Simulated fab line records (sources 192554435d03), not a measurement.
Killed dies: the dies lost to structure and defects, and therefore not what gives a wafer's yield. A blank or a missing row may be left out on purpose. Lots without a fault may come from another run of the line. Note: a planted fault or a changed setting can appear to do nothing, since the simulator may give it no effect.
fab line records	flow n5_finfet	part 2 of 2: steps 5 to 6 of 6
record: lots: 23	wafers: 69	last_day: 18
route steps=1938 shown BEOL_M9@1468 BEOL_M10@1484
lots that met no fault: from a run of the same line without faults
start_h: hours from the record's first day to the start of the lot's first wafer shown	wait_h: hours from the lot's prior step to this one	" as in the row above	L1.1+2: one row covering several wafers at once	- either no value or no given start	* or withheld: withheld	< > ~ a bound
route shown NAME@n: names a module that has steps shown in the file, with the first one's number in the route	usual: mean and standard deviation over wafers with no fault	same: alike in all rows	chamber/n: place in a boat	sites: per-site readings	_std_site: their standard deviation	_edge_site: mean of outer sites minus mean of inner sites	radius_mm: how far each site lies from the wafer's centre	mask NAME#n: copy n	behind: the last tool/chamber to shape the wafer	hold: what put the lot on hold/how long, in hours/how the hold closed	device: names the non-switching transistor (n, p or np)	end of line: tests of these same wafers at the route's end	step lacking rows: just its recipe	killed: the dies lost at the first sort to structure and to defects; this is not the yield of the wafer	map: per-die view of a wafer (x killed, . not killed, _ where there is no die)
set.NAME: the run value of the setting; set.NAME@STEP: its run value at that earlier step	model.NAME: the simulator's own value behind a step, which no gauge read
route steps across a sampled set of lots; one table per step, one row per wafer
services: a tool's chamber out of use, with start hour (start_h, from the record's first day; less than 0 if before it), hours out, and reason
== steps ==
step: N5_BEOL_M10_VIA_ETCH_34
recipe: chemistry: C4F6/O2	target: SiCOH_lowk	target_depth_a: 1845	mask_material: SOC	taper_deg: 4	time_s: 69.2	ion_energy_ev: 250	pressure_mtorr: 30	source_w: 345	bias_w: 185	Ar_flow_sccm: 300	C4F6_flow_sccm: 10	O2_flow_sccm: 10
usual: drypump_motor_current_A: 5.5/0.34	oes_product_au: 0.82/0.067	rf_vpp_V: 666/7.4	showerhead_plenum_p_Torr: 2.86/0.089	throttle_valve_pct: 20.90/0.28
lot.wafer	tool	chamber	start_h	wait_h	drypump_motor_current_A	oes_product_au	rf_hours_counter_h	rf_vpp_V	showerhead_plenum_p_Torr	throttle_valve_pct
L074.2	rie_diel-06	1	215.31	0.0	5.3	0.74	147	658	2.73	21.21
L074.3	"	0	"	"	5.4	0.71	208	657	2.83	20.78
L074.4	"	2	"	"	5.0	0.80	103	662	2.77	21.17
L075.1	rie_diel-03	2	224.11	0.0	5.6	0.86	46	680	3.02	20.56
L075.2	"	3	"	"	5.7	0.94	17	672	2.91	21.11
L075.3	"	0	"	"	5.1	0.84	58	657	2.78	20.96
L076.1	rie_diel-04	1	224.12	0.0	5.8	0.92	19	666	2.91	20.78
L076.2	"	3	"	"	5.5	0.86	51	662	2.89	20.42
L076.5	"	0	"	"	5.4	0.80	-	665	2.98	21.14
L077.3	rie_diel-06	1	230.89	0.0	5.3	0.74	152	658	2.73	21.21
L077.4	"	0	"	"	5.5	0.71	-	656	2.83	20.78
L077.6	"	2	"	"	5.0	0.79	-	662	2.77	21.17
L078.4	rie_diel-04	1	245.40	0.0	5.7	0.91	27	667	2.91	20.77
L078.5	"	1	"	"	5.7	0.90	-	666	2.91	20.78
L078.6	"	0	"	"	5.4	0.80	-	664	2.98	21.17
L079.2	rie_diel-03	0	253.57	0.0	5.1	0.83	71	657	2.77	20.98
L079.3	"	2	"	"	5.7	0.84	58	680	3.01	20.58
L079.6	"	2	"	"	5.7	0.84	-	679	3.01	20.58
L080.1	rie_diel-04	2	257.18	0.0	5.6	0.81	75	667	2.88	20.46
L080.3	"	1	"	"	5.8	0.89	31	667	2.91	20.78
L080.4	"	3	"	"	5.5	0.85	63	664	2.88	20.44
L082.2	rie_diel-04	2	263.41	0.0	5.7	0.81	77	666	2.88	20.45
L082.4	"	1	"	"	5.7	0.89	33	667	2.91	20.79
L082.5	"	2	"	"	5.7	0.81	-	667	2.88	20.46
L081.1	rie_diel-06	1	269.98	0.0	5.3	0.74	166	657	2.72	21.22
L081.2	"	0	"	"	5.5	0.70	228	658	2.82	20.81
L081.6	"	2	"	"	5.0	0.78	-	661	2.76	21.21
L084.1	rie_diel-03	3	271.76	0.0	5.7	0.90	33	674	2.90	21.13
L084.5	"	2	"	"	5.7	0.83	-	680	3.01	20.58
L084.6	"	1	"	"	5.5	0.90	-	672	2.80	20.66
L083.3	rie_diel-03	3	275.43	0.0	5.7	0.90	34	671	2.90	21.14
L083.4	"	1	"	"	5.6	0.91	17	672	2.80	20.65
L083.5	"	3	"	"	5.7	0.90	-	670	2.90	21.15
L085.2	rie_diel-06	0	281.91	0.0	5.5	0.70	233	657	2.82	20.82
L085.4	"	1	"	"	5.3	0.73	170	657	2.72	21.22
L085.5	"	2	"	"	5.0	0.77	-	664	2.76	21.22
L086.2	rie_diel-04	1	287.79	0.0	5.7	0.88	41	666	2.90	20.80
L086.3	"	0	"	"	5.4	0.78	102	665	2.97	21.19
L086.6	"	1	"	"	5.8	0.88	-	665	2.90	20.80
L088.1	rie_diel-03	0	310.11	0.0	5.0	0.80	91	655	2.76	21.01
L088.4	"	2	"	"	5.7	0.82	72	681	3.01	20.60
L088.5	"	2	"	"	5.7	0.82	-	680	3.01	20.62
L087.2	rie_diel-04	3	310.75	0.0	5.5	0.84	80	664	2.88	20.47
L087.3	"	1	"	"	5.7	0.86	49	667	2.90	20.81
L087.5	"	1	"	"	5.7	0.86	-	666	2.90	20.82
L091.1	rie_diel-03	2	321.95	0.0	5.6	0.82	76	679	3.00	20.61
L091.4	"	3	"	"	5.7	0.87	50	671	2.89	21.15
L091.5	"	0	"	"	5.0	0.80	-	656	2.76	21.02
L089.2	rie_diel-03	3	322.41	0.0	5.7	0.88	51	672	2.89	21.16
L089.3	"	1	"	"	5.6	0.87	34	673	2.80	20.69
L089.6	"	2	"	"	5.7	0.82	-	680	3.00	20.61
L092.1	rie_diel-06	2	324.01	0.0	5.0	0.76	142	662	2.75	21.24
L092.2	"	1	"	"	5.4	0.71	188	657	2.71	21.27
L092.3	"	0	"	"	5.5	0.70	237	657	2.82	20.82
L094.1	rie_diel-06	3	341.21	0.0	6.5	0.98	4	672	2.91	20.79
L094.4	"	3	"	"	6.5	0.97	-	673	2.91	20.80
L094.5	"	2	"	"	5.0	0.76	-	661	2.75	21.23
L093.3	rie_diel-06	3	343.15	0.0	6.5	0.98	5	673	2.91	20.80
L093.5	"	2	"	"	5.0	0.76	-	661	2.75	21.24
L093.6	"	3	"	"	6.5	0.97	-	674	2.91	20.81
L096.1	rie_diel-03	3	363.38	0.0	5.7	0.86	59	671	2.89	21.16
L096.2	"	0	"	"	5.0	0.78	110	656	2.76	21.03
L096.4	"	1	"	"	5.6	0.85	-	671	2.79	20.67
L095.2	rie_diel-03	1	363.85	0.0	5.6	0.84	46	673	2.79	20.69
L095.4	"	3	"	"	5.7	0.87	-	673	2.89	21.17
L095.6	"	1	"	"	5.6	0.86	-	673	2.79	20.71
L097.2	rie_diel-03	1	370.27	0.0	5.6	0.85	48	672	2.79	20.69
L097.4	"	2	"	"	5.7	0.80	93	679	3.00	20.63
L097.5	"	2	"	"	5.7	0.79	-	680	3.00	20.65
step: N5_BEOL_M10_ETCH_41
recipe: chemistry: CH3F/O2	target: SiCN	target_depth_a: 426	taper_deg: 2	time_s: 86	ion_energy_ev: 120	mask_material: TiN	pressure_mtorr: 30	source_w: 395	bias_w: 75	Ar_flow_sccm: 150	CH3F_flow_sccm: 30	O2_flow_sccm: 20
usual: drypump_motor_current_A: 5.5/0.34	oes_product_au: 0.82/0.067	rf_vpp_V: 297.5/1.6	showerhead_plenum_p_Torr: 2.01/0.066	throttle_valve_pct: 16.29/0.27
lot.wafer	tool	chamber	start_h	wait_h	drypump_motor_current_A	oes_product_au	rf_hours_counter_h	rf_vpp_V	showerhead_plenum_p_Torr	throttle_valve_pct
L074.2	rie_diel-06	1	-	-	5.3	0.75	147	295.8	1.92	16.61
L074.3	"	0	"	"	5.5	0.70	208	296.5	1.99	16.24
L074.4	"	2	"	"	5.0	0.80	103	296.0	1.94	16.52
L075.1	rie_diel-03	2	-	-	5.7	0.86	46	301.6	2.13	15.96
L075.2	"	3	"	"	5.6	0.94	17	297.9	2.04	16.44
L075.3	"	0	"	"	5.1	0.84	58	296.0	1.95	16.33
L076.1	rie_diel-04	1	-	-	5.7	0.91	19	297.0	2.05	16.12
L076.2	"	3	"	"	5.5	0.87	51	298.0	2.03	15.84
L076.5	"	0	"	"	5.4	0.80	-	297.6	2.10	16.54
L077.3	rie_diel-06	1	-	-	5.3	0.75	152	295.9	1.91	16.63
L077.4	"	0	"	"	5.5	0.71	-	296.4	1.98	16.25
L077.6	"	2	"	"	5.0	0.80	-	294.7	1.94	16.52
L078.4	rie_diel-04	1	-	-	5.8	0.90	27	298.9	2.05	16.13
L078.5	"	1	"	"	5.7	0.90	-	298.2	2.05	16.14
L078.6	"	0	"	"	5.4	0.80	-	298.8	2.10	16.54
L079.2	rie_diel-03	0	-	-	5.0	0.82	71	296.0	1.95	16.38
L079.3	"	2	"	"	5.7	0.84	58	298.0	2.12	15.98
L079.6	"	2	"	"	5.6	0.84	-	300.0	2.12	15.99
L080.1	rie_diel-04	2	-	-	5.7	0.81	75	297.9	2.03	15.90
L080.3	"	1	"	"	5.7	0.88	32	299.3	2.04	16.14
L080.4	"	3	"	"	5.5	0.84	63	296.9	2.03	15.86
L082.2	rie_diel-04	2	-	-	5.7	0.82	77	298.8	2.03	15.89
L082.4	"	1	"	"	5.7	0.89	33	298.3	2.04	16.14
L082.5	"	2	"	"	5.7	0.83	-	298.6	2.03	15.89
L081.1	rie_diel-06	1	-	-	5.3	0.73	166	295.3	1.91	16.65
L081.2	"	0	"	"	5.5	0.69	228	297.1	1.98	16.28
L081.6	"	2	"	"	4.9	0.78	-	296.1	1.94	16.55
L084.1	rie_diel-03	3	-	-	5.6	0.92	33	297.4	2.04	16.46
L084.5	"	2	"	"	5.7	0.84	-	299.6	2.12	16.00
L084.6	"	1	"	"	5.5	0.91	-	297.7	1.97	16.03
L083.3	rie_diel-03	3	-	-	5.7	0.90	34	298.0	2.04	16.49
L083.4	"	1	"	"	5.5	0.90	17	296.8	1.97	16.03
L083.5	"	3	"	"	5.7	0.90	-	299.1	2.04	16.46
L085.2	rie_diel-06	0	-	-	5.5	0.70	233	297.0	1.98	16.31
L085.4	"	1	"	"	5.3	0.74	170	294.1	1.91	16.66
L085.5	"	2	"	"	5.0	0.78	-	296.2	1.93	16.55
L086.2	rie_diel-04	1	-	-	5.7	0.87	41	297.2	2.04	16.16
L086.3	"	0	"	"	5.4	0.78	102	300.0	2.10	16.58
L086.6	"	1	"	"	5.8	0.87	-	298.5	2.04	16.17
L088.1	rie_diel-03	0	-	-	5.0	0.80	92	296.7	1.94	16.39
L088.4	"	2	"	"	5.7	0.82	72	300.4	2.12	16.03
L088.5	"	2	"	"	5.7	0.82	-	300.7	2.12	16.01
L087.2	rie_diel-04	3	-	-	5.5	0.83	80	298.0	2.02	15.91
L087.3	"	1	"	"	5.8	0.85	49	297.9	2.04	16.18
L087.5	"	1	"	"	5.8	0.86	-	299.1	2.04	16.18
L091.1	rie_diel-03	2	-	-	5.7	0.82	76	300.4	2.12	16.02
L091.4	"	3	"	"	5.7	0.87	50	297.9	2.03	16.49
L091.5	"	0	"	"	5.0	0.80	-	296.4	1.94	16.40
L089.2	rie_diel-03	3	-	-	5.7	0.87	51	297.7	2.03	16.48
L089.3	"	1	"	"	5.6	0.87	34	296.5	1.96	16.05
L089.6	"	2	"	"	5.7	0.83	-	297.7	2.12	16.02
L092.1	rie_diel-06	2	-	-	5.0	0.76	142	294.7	1.93	16.59
L092.2	"	1	"	"	5.3	0.72	189	295.0	1.90	16.70
L092.3	"	0	"	"	5.5	0.69	237	297.4	1.98	16.30
L094.1	rie_diel-06	3	-	-	6.5	0.98	4	298.5	2.05	16.13
L094.4	"	3	"	"	6.5	0.98	-	299.1	2.05	16.15
L094.5	"	2	"	"	5.0	0.76	-	295.2	1.93	16.61
L093.3	rie_diel-06	3	-	-	6.5	0.98	5	297.0	2.05	16.13
L093.5	"	2	"	"	5.0	0.76	-	296.3	1.93	16.59
L093.6	"	3	"	"	6.5	0.97	-	297.8	2.05	16.14
L096.1	rie_diel-03	3	-	-	5.7	0.86	59	299.8	2.03	16.51
L096.2	"	0	"	"	5.0	0.79	110	296.2	1.93	16.44
L096.4	"	1	"	"	5.6	0.85	-	294.4	1.96	16.09
L095.2	rie_diel-03	1	-	-	5.6	0.86	46	295.4	1.96	16.10
L095.4	"	3	"	"	5.7	0.87	-	297.4	2.03	16.51
L095.6	"	1	"	"	5.6	0.86	-	297.5	1.96	16.09
L097.2	rie_diel-03	1	-	-	5.6	0.85	48	296.6	1.96	16.06
L097.4	"	2	"	"	5.7	0.80	93	298.5	2.11	16.05
L097.5	"	2	"	"	5.7	0.80	-	299.8	2.11	16.03
== services ==
tool	chamber	start_h	hours	kind
rie_diel-03	1	211.40	-	clean
rie_diel-03	1	211.40	-	consumable_replace:focus_ring
rie_diel-03	1	211.40	17.4	scheduled_down
rie_diel-03	1	211.40	17.4	vent_cycle
rie_diel-06	3	226.21	11.0	repair
rie_diel-03	2	276.78	12.1	repair
rie_diel-06	3	311.90	-	clean
rie_diel-06	3	311.90	-	consumable_replace:focus_ring
rie_diel-06	3	311.90	18.8	scheduled_down
rie_diel-06	3	311.90	18.8	vent_cycle
rie_diel-03	1	329.69	7.5	repair
rie_diel-03	3	332.74	11.1	repair
rie_diel-06	0	338.64	15.8	repair
rie_diel-03	-	344.70	2.8	pm
rie_diel-03	2	362.19	4.5	repair
